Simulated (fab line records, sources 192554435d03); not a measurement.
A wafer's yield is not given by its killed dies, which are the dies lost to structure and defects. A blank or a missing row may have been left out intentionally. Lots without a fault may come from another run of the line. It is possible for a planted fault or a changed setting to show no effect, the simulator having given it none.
Which of the tools did it? -- flow n5Finfet -- 12 lots, 36 wafers sampled, at 1 step of a route of 1938

## WHAT THE GAUGES READ, wafer by wafer
N5_BEOL_M14_INSPECT_12: inspects for defects (macro).
lot,measured,on,rawDefectCount
L075,day 11 23:36,defectInspect-01,1 0 1
L076,day 12 19:27,defectInspect-01,2 3 4
L079,day 13 07:18,defectInspect-02,3 2 2
L077,day 13 08:20,defectInspect-01,2 2 4
L083,day 13 21:20,defectInspect-01,0 2 3
L085,day 14 05:00,defectInspect-02,4 1 2
L087,day 14 11:19,defectInspect-02,4 2 2
L089,day 15 13:53,defectInspect-01,2 3 5
L090,day 16 05:13,defectInspect-01,0 2 2
L092,day 16 06:43,defectInspect-01,0 1 0
L095,day 17 09:58,defectInspect-02,1 0 2
L096,day 17 14:12,defectInspect-01,2 1 1

## WHAT TOOL EACH LOT RAN ON (gives the tool, then ch and the chambers of the sampled wafers, and finally the start)
There is no process step in the record ahead of these readings.

## THE ANSWER, worked out from the rows above alone
Rule: what is usual is taken from the lots themselves. Put in order of their means at a reading, lots are off if they are a third of the lots or fewer, leave a main group of 4 or more, and stand apart from it by a gap of 3 or more times the standard deviation of the main group's means; of several such gaps the widest counts. The tables above print the reading to a certain number of digits; a main group whose means all agree to those digits is not used. Also off: a lot with no number at a reading for which 4 or more lots have one. Where the step has rows for the other lots, those lots are counted as sound.
No lot is off at any reading shown: from this, nothing can be told.

## WHAT THE SIMULATOR HAD INSERTED
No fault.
